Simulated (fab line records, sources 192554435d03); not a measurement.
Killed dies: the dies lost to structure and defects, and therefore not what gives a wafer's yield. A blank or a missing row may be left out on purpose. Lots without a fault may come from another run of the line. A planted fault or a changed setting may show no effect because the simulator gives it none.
Matching of chambers    flow n5-finfet    N5_FIN_SAQP_STRIP_77 on rie-diel-04 has 4 sister chambers
The step strips in N2/H2, time 90 s. 4 wafers are shown with their chamber, then 9 later ones without.

## WAFERS PAIRED WITH THEIR CHAMBERS
wafer   chamber  showerhead-plenum-p-Torr (Torr)
L084.3  2        3.19
L085.2  3        3.52
L085.4  1        3.47
L085.5  0        3.37

## WAFERS WITHOUT THEIR CHAMBER
wafer   showerhead-plenum-p-Torr (Torr)
L088.1  3.47
L088.3  3.51
L088.4  3.19
L092.2  3.36
L092.3  3.51
L092.5  3.18
L097.1  3.50
L097.3  3.18
L097.5  3.18

## WHICH CHAMBER EACH WENT THROUGH
wafer   from the rows above      in truth
L088.1  1                        1
L088.3  3                        3
L088.4  2                        2
L092.2  0                        0
L092.3  3                        3
L092.5  2                        2
L097.1  can't be placed: 3 or 1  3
L097.3  2                        2
L097.5  2                        2
Placed correctly: 8 of 9. Can't be placed from these rows: 1 (the true chamber is among the candidates in 1). Placed wrongly: 0.
How it was worked out, from the rows above alone: a wafer's distance from a chamber is the root of the sum, over the readings, of the square of ((its reading less the chamber's mean) divided by the reading's scatter). The wafer belongs to the nearest chamber; if the next one is less than 2 further off, it can't be placed. The mean given for a chamber averages the wafers shown for that chamber. The scatter: with one shown wafer a chamber, the root of the mean of the squares of how far each hidden wafer lies from its nearest shown one.
